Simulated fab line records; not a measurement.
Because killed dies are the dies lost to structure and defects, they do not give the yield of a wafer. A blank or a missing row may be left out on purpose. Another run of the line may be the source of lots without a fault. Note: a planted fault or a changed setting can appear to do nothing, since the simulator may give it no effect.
The tool behind it: which one? -- flow nand_harc -- route of 1159 steps, sampled at 1 step: 6 lots, 17 wafers

## WHAT THE GAUGES READ, wafer by wafer
NHARC_P_BONDPAD_CD_MEAS_13.
lot,measured,on,cd_nm (nm)
L620,day 7 03:07,cd_sem-01,504.4 497.8 500.9
L624,day 7 15:17,cd_sem-03,498.2 499.4 498.8
L625,day 8 09:01,cd_sem-03,499.1 501.5 498.1
L632,day 9 18:45,cd_sem-03,498.1 493.6
L636,day 10 15:28,cd_sem-03,495.5 500.8 499.0
L640,day 11 10:15,cd_sem-02,503.1 502.1 501.3

## WHICH TOOL RAN EACH LOT (tool, then ch and the chambers of the sampled wafers, then the start)
No process step before these readings appears in the record.

## THE ANSWER, worked out from the rows above alone
Rule: the lots themselves supply what counts as usual. The widest of any qualifying gaps counts: lots, ordered by their means at a reading, are off when they make up no more than a third of the lots, leave a main group of 4 or more, and stand apart from it by 3 or more times the standard deviation of that group's means. Not used: any main group whose means are identical at the precision the tables above print for the reading. Also off: a lot with no number at a reading for which 4 or more lots have one. All remaining lots with rows at the step are treated as sound.
No lot is off at any reading shown: from this, nothing can be told.

## WHAT HAD BEEN PUT IN BY THE SIMULATOR
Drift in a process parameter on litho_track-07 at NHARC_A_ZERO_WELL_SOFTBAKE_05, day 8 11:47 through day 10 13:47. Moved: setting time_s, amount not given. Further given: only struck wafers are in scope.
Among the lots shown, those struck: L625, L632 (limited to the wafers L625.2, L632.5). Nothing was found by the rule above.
